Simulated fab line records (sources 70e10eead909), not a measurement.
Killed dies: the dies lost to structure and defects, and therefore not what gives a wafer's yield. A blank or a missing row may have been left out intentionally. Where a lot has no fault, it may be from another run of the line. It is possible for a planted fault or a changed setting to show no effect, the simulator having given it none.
Which of the tools did it? ; flow nandHarc ; 24 lots, 72 wafers sampled, at 6 steps of a route of 1159

== WHAT THE GAUGES SHOWED, per wafer ==
The record holds no reading of a measuring or inspecting step that can be judged against a usual standard deviation.

== EACH LOT AND THE TOOL THAT RAN IT (in order: tool; ch and the chambers of the sampled wafers; start) ==
lot;NHARC_P_CONTACT_ALD_22;NHARC_P_M0_DEGAS_28;NHARC_P_M1_ETCH_28;NHARC_P_M2_PRE_CLEAN_30;NHARC_P_M2_PRE_CLEAN_32;NHARC_P_BONDPAD_ANNEAL_28
L074;aldMetal-02 ch 0,1,2, day 5 15:38;pvdSputter-01, day 5 18:55;rieDiel-11 ch 1,2,3, day 6 06:01 or earlier;pvdSputter-02, day 6 06:01 or earlier;pecvd-03 ch 0,1, day 6 06:01;rtpAnneal-02 ch 0, day 6 09:43
L075;aldMetal-01 ch 0,2,3, day 5 16:28;pvdSputter-01, day 5 19:38;rieDiel-03 ch 0,1,3, day 6 07:23 or earlier;pvdSputter-03, day 6 07:23 or earlier;pecvd-02 ch 0,1, day 6 07:23;rtpAnneal-01 ch 0, day 6 11:01
L077;aldMetal-04 ch 2,3, day 6 08:24;pvdSputter-02, day 6 12:25;rieDiel-11 ch 1,2,3, day 6 22:46 or earlier;pvdSputter-02, day 6 22:46 or earlier;pecvd-02 ch 0,1,2, day 6 22:46;rtpAnneal-02 ch 0, day 7 02:17
L076;aldMetal-01 ch 0,2,3, day 6 08:41;pvdSputter-01, day 6 12:49;rieDiel-03 ch 1,3, day 6 23:28 or earlier;pvdSputter-03, day 6 23:28 or earlier;pecvd-03 ch 0,1,2, day 6 23:28;rtpAnneal-01 ch 0, day 7 03:08
L078;aldMetal-04 ch 2,3, day 6 11:31;pvdSputter-03, day 6 14:42;rieDiel-11 ch 0,2,3, day 7 00:49 or earlier;pvdSputter-02, day 7 00:49 or earlier;pecvd-02 ch 0,1,2, day 7 00:49;rtpAnneal-02 ch 0, day 7 04:27
L080;aldMetal-01 ch 2,3, day 6 19:53;pvdSputter-02, day 7 02:11;rieDiel-11 ch 2,3, day 7 12:13 or earlier;pvdSputter-03, day 7 12:13 or earlier;pecvd-04 ch 0,1,2, day 7 12:13;rtpAnneal-01 ch 0, day 7 16:10
L079;aldMetal-02 ch 0,2,3, day 6 20:24;pvdSputter-01, day 7 01:57;rieDiel-10 ch 0,1,2, day 7 12:20 or earlier;pvdSputter-01, day 7 12:20 or earlier;pecvd-03 ch 0,2, day 7 12:20;rtpAnneal-02 ch 0, day 7 16:23
L081;aldMetal-02 ch 1,2,3, day 7 13:12;pvdSputter-01, day 7 16:31;rieDiel-11 ch 0,1, day 8 02:27 or earlier;pvdSputter-02, day 8 02:27 or earlier;pecvd-03 ch 1,2, day 8 02:27;rtpAnneal-02 ch 0, day 8 06:03
L082;aldMetal-01 ch 0,2, day 7 20:32;pvdSputter-03, day 8 01:36;rieDiel-11 ch 1,2,3, day 8 11:35 or earlier;pvdSputter-01, day 8 11:35 or earlier;pecvd-04 ch 0,1,2, day 8 11:35;rtpAnneal-02 ch 0, day 8 15:14
L083;aldMetal-04 ch 0,2,3, day 8 02:47;pvdSputter-03, day 8 06:21;rieDiel-11 ch 0,2,3, day 8 16:59 or earlier;pvdSputter-02, day 8 16:59 or earlier;pecvd-02 ch 0,1,2, day 8 16:59;rtpAnneal-01 ch 0, day 8 20:36
L084;aldMetal-01 ch 0,1,2, day 8 07:20;pvdSputter-02, day 8 13:22;rieDiel-03 ch 0,1, day 8 23:13 or earlier;pvdSputter-01, day 8 23:13 or earlier;pecvd-03 ch 1,2, day 8 23:13;rtpAnneal-01 ch 0, day 9 02:50
L085;aldMetal-02 ch 0,3, day 8 08:10;pvdSputter-02, day 8 14:32;rieDiel-11 ch 1,3, day 9 00:56 or earlier;pvdSputter-02, day 9 00:56 or earlier;pecvd-04 ch 0,1, day 9 00:56;rtpAnneal-02 ch 0, day 9 04:25
L086;aldMetal-01 ch 0,2, day 8 22:59;pvdSputter-03, day 9 09:28;rieDiel-03 ch 1,2,3, day 9 19:19 or earlier;pvdSputter-01, day 9 19:19 or earlier;pecvd-02 ch 0,1, day 9 19:19;rtpAnneal-02 ch 0, day 9 22:56
L087;aldMetal-04 ch 2,3, day 8 23:52;pvdSputter-02, day 9 09:59;rieDiel-03 ch 0,3, day 9 19:58 or earlier;pvdSputter-02, day 9 19:58 or earlier;pecvd-02 ch 0,1,2, day 9 19:58;rtpAnneal-01 ch 0, day 9 23:41
L089;aldMetal-01 ch 0,1, day 9 02:53;pvdSputter-02, day 9 11:08;rieDiel-11 ch 0,1,3, day 9 21:30 or earlier;pvdSputter-01, day 9 21:30 or earlier;pecvd-03 ch 1,2, day 9 21:30;rtpAnneal-01 ch 0, day 10 01:12
L088;aldMetal-02 ch 1,2,3, day 9 07:25;pvdSputter-01, day 9 16:49;rieDiel-03 ch 0,1, day 10 02:38 or earlier;pvdSputter-01, day 10 02:38 or earlier;pecvd-02 ch 0,1,2, day 10 02:38;rtpAnneal-02 ch 0, day 10 06:06
L090;aldMetal-02 ch 0,2,3, day 9 16:31;pvdSputter-03, day 10 01:20;rieDiel-10 ch 0,3, day 10 11:31 or earlier;pvdSputter-03, day 10 11:31 or earlier;pecvd-04 ch 1,2, day 10 11:31;rtpAnneal-02 ch 0, day 10 15:01
L091;aldMetal-01 ch 1,2, day 9 16:53;pvdSputter-03, day 10 01:40;rieDiel-10 ch 1,3, day 10 12:34 or earlier;pvdSputter-01, day 10 12:34 or earlier;pecvd-02 ch 0,2, day 10 12:34;rtpAnneal-01 ch 0, day 10 16:13
L092;aldMetal-01 ch 1,3, day 10 07:47;pvdSputter-03, day 10 13:25;rieDiel-11 ch 1,2,3, day 10 23:25 or earlier;pvdSputter-01, day 10 23:25 or earlier;pecvd-02 ch 1,2, day 10 23:25;rtpAnneal-01 ch 0, day 11 02:53
L093;aldMetal-01 ch 1,2,3, day 10 17:59;pvdSputter-02, day 10 22:59;rieDiel-11 ch 1,2,3, day 11 09:00 or earlier;pvdSputter-01, day 11 09:00 or earlier;pecvd-04 ch 0,2, day 11 09:00;rtpAnneal-02 ch 0, day 11 12:38
L094;aldMetal-02 ch 0,1,3, day 10 18:04;pvdSputter-03, day 10 23:13;rieDiel-03 ch 1,2, day 11 09:15 or earlier;pvdSputter-02, day 11 09:15 or earlier;pecvd-03 ch 0,1, day 11 09:15;rtpAnneal-01 ch 0, day 11 12:52
L095;aldMetal-02 ch 0,1,2, day 10 23:10;pvdSputter-01, day 11 02:37;rieDiel-03 ch 0,2,3, day 11 14:50 or earlier;pvdSputter-02, day 11 14:50 or earlier;pecvd-03 ch 0,1,2, day 11 14:50;rtpAnneal-01 ch 0, day 11 18:30
L096;aldMetal-01 ch 0,3, day 11 00:11;pvdSputter-02, day 11 03:30;rieDiel-11 ch 1,2,3, day 11 15:26 or earlier;pvdSputter-03, day 11 15:26 or earlier;pecvd-02 ch 0,2, day 11 15:26;rtpAnneal-02 ch 0, day 11 19:21
L097;aldMetal-04 ch 0,2,3, day 11 09:49;pvdSputter-01, day 11 13:14;rieDiel-10 ch 1,2,3, day 11 23:47 or earlier;pvdSputter-01, day 11 23:47 or earlier;pecvd-03 ch 0,2, day 11 23:47;rtpAnneal-01 ch 0, day 12 03:28
- NHARC_P_CONTACT_ALD_22: deposits TiN, target thk 3 nm, pulse time 1 s, ald cycles 150.
- NHARC_P_M0_DEGAS_28: time 60 s.
- NHARC_P_M1_ETCH_28: etches the open film in CF4/N2, target depth 30 nm, time 72.99 s.
- NHARC_P_M2_PRE_CLEAN_30: time 30 s.
- NHARC_P_M2_PRE_CLEAN_32: time 12 s.
- NHARC_P_BONDPAD_ANNEAL_28: time 90 s.

== WHAT THE TOOLS THEMSELVES READ (means of the sampled wafers that have a number; where no wafer has one, the mark that the record gives instead) ==
NHARC_P_CONTACT_ALD_22.
lot;tool;heaterPowerW (W);precursorPulseHeightRel
L074;aldMetal-02;1187;0.983
L075;aldMetal-01;1151;0.985
L077;aldMetal-04;1048;0.980
L076;aldMetal-01;1154;0.998
L078;aldMetal-04;1081;1.017
L080;aldMetal-01;1003;1.013
L079;aldMetal-02;1189;0.999
L081;aldMetal-02;1199;0.997
L082;aldMetal-01;1291;1.012
L083;aldMetal-04;1112;1.016
L084;aldMetal-01;1261;0.993
L085;aldMetal-02;1147;1.014
L086;aldMetal-01;1212;0.977
L087;aldMetal-04;1078;1.015
L089;aldMetal-01;1303;0.983
L088;aldMetal-02;1194;0.975
L090;aldMetal-02;1200;1.009
L091;aldMetal-01;1223;0.989
L092;aldMetal-01;1146;1.002
L093;aldMetal-01;1128;0.994
L094;aldMetal-02;1151;1.021
L095;aldMetal-02;1208;0.994
L096;aldMetal-01;1222;1.006
L097;aldMetal-04;1063;0.997

NHARC_P_M0_DEGAS_28.
lot;tool;heaterPowerW (W)
L074;pvdSputter-01;326
L075;pvdSputter-01;329
L077;pvdSputter-02;331
L076;pvdSputter-01;354
L078;pvdSputter-03;344
L080;pvdSputter-02;325
L079;pvdSputter-01;363
L081;pvdSputter-01;336
L082;pvdSputter-03;320
L083;pvdSputter-03;350
L084;pvdSputter-02;324
L085;pvdSputter-02;329
L086;pvdSputter-03;346
L087;pvdSputter-02;325
L089;pvdSputter-02;320
L088;pvdSputter-01;355
L090;pvdSputter-03;326
L091;pvdSputter-03;344
L092;pvdSputter-03;346
L093;pvdSputter-02;344
L094;pvdSputter-03;344
L095;pvdSputter-01;329
L096;pvdSputter-02;322
L097;pvdSputter-01;339

NHARC_P_M1_ETCH_28.
lot;tool;drypumpMotorCurrentA (A);oesProductAu (a.u.);rfVppV (V);showerheadPlenumPTorr (Torr);throttleValvePct (%)
L074;rieDiel-11;5.34;1.012;315.0;2.68;19.791
L075;rieDiel-03;5.79;0.991;316.4;2.70;19.798
L077;rieDiel-11;5.33;1.004;315.8;2.68;19.790
L076;rieDiel-03;5.80;0.998;317.2;2.78;19.794
L078;rieDiel-11;5.53;0.990;314.7;2.66;19.805
L080;rieDiel-11;5.41;1.016;315.6;2.71;19.786
L079;rieDiel-10;5.59;0.987;314.4;2.68;19.797
L081;rieDiel-11;5.44;0.997;314.3;2.61;19.792
L082;rieDiel-11;5.33;1.014;315.5;2.68;19.791
L083;rieDiel-11;5.51;0.989;314.8;2.66;19.796
L084;rieDiel-03;5.93;0.988;315.6;2.71;19.807
L085;rieDiel-11;5.24;1.002;314.5;2.64;19.785
L086;rieDiel-03;5.59;0.998;316.6;2.76;19.780
L087;rieDiel-03;5.77;0.983;314.3;2.62;19.802
L089;rieDiel-11;5.43;0.987;314.9;2.62;19.800
L088;rieDiel-03;5.94;0.991;314.1;2.63;19.798
L090;rieDiel-10;5.44;0.998;315.7;2.70;19.795
L091;rieDiel-10;5.37;1.007;316.2;2.74;19.790
L092;rieDiel-11;5.33;0.994;315.3;2.68;19.792
L093;rieDiel-11;5.32;0.996;313.7;2.68;19.802
L094;rieDiel-03;5.75;0.994;317.6;2.77;19.791
L095;rieDiel-03;5.59;1.002;315.4;2.68;19.784
L096;rieDiel-11;5.33;0.989;315.2;2.68;19.801
L097;rieDiel-10;5.34;1.001;316.3;2.77;19.788

NHARC_P_M2_PRE_CLEAN_30.
lot;tool;heaterPowerW (W)
L074;pvdSputter-02;411
L075;pvdSputter-03;426
L077;pvdSputter-02;416
L076;pvdSputter-03;421
L078;pvdSputter-02;417
L080;pvdSputter-03;438
L079;pvdSputter-01;467
L081;pvdSputter-02;395
L082;pvdSputter-01;409
L083;pvdSputter-02;398
L084;pvdSputter-01;415
L085;pvdSputter-02;404
L086;pvdSputter-01;476
L087;pvdSputter-02;414
L089;pvdSputter-01;415
L088;pvdSputter-01;409
L090;pvdSputter-03;392
L091;pvdSputter-01;437
L092;pvdSputter-01;427
L093;pvdSputter-01;404
L094;pvdSputter-02;413
L095;pvdSputter-02;410
L096;pvdSputter-03;434
L097;pvdSputter-01;363

NHARC_P_M2_PRE_CLEAN_32.
lot;tool;heaterPowerW (W)
L074;pecvd-03;668
L075;pecvd-02;640
L077;pecvd-02;676
L076;pecvd-03;645
L078;pecvd-02;652
L080;pecvd-04;619
L079;pecvd-03;644
L081;pecvd-03;581
L082;pecvd-04;612
L083;pecvd-02;680
L084;pecvd-03;601
L085;pecvd-04;601
L086;pecvd-02;644
L087;pecvd-02;684
L089;pecvd-03;641
L088;pecvd-02;649
L090;pecvd-04;595
L091;pecvd-02;693
L092;pecvd-02;671
L093;pecvd-04;603
L094;pecvd-03;649
L095;pecvd-03;655
L096;pecvd-02;639
L097;pecvd-03;643

NHARC_P_BONDPAD_ANNEAL_28.
lot;tool;wafer_temp_C_max
L074;rtpAnneal-02;225.65
L075;rtpAnneal-01;225.89
L077;rtpAnneal-02;225.92
L076;rtpAnneal-01;226.00
L078;rtpAnneal-02;225.70
L080;rtpAnneal-01;225.75
L079;rtpAnneal-02;225.87
L081;rtpAnneal-02;225.64
L082;rtpAnneal-02;225.82
L083;rtpAnneal-01;226.06
L084;rtpAnneal-01;225.77
L085;rtpAnneal-02;225.50
L086;rtpAnneal-02;225.50
L087;rtpAnneal-01;226.06
L089;rtpAnneal-01;226.03
L088;rtpAnneal-02;225.67
L090;rtpAnneal-02;225.57
L091;rtpAnneal-01;225.67
L092;rtpAnneal-01;225.98
L093;rtpAnneal-02;225.79
L094;rtpAnneal-01;225.80
L095;rtpAnneal-01;225.56
L096;rtpAnneal-02;225.66
L097;rtpAnneal-01;225.97

== THE ANSWER, worked out from the rows above alone ==
Rule: what is usual is taken from the lots themselves. The widest of any qualifying gaps counts: lots, ordered by their means at a reading, are off when they make up no more than a third of the lots, leave a main group of 4 or more, and stand apart from it by 3 or more times the standard deviation of that group's means. If all means in a main group match to the digits the tables above print for the reading, that group is not used. Also off: a lot with no number at a reading for which 4 or more lots have one. Where the step has rows for the other lots, those lots are counted as sound. Order of review: gauges by route order, followed by the tools' own readings, for which a lot's mean as printed above is used. The first step at which some lot is off is used, and at that step the reading that is off furthest; a lot without a number counts as furthest.
Nothing can be told from this: no lot is off at any reading shown.

== WHAT THE SIMULATOR HAD INSERTED ==
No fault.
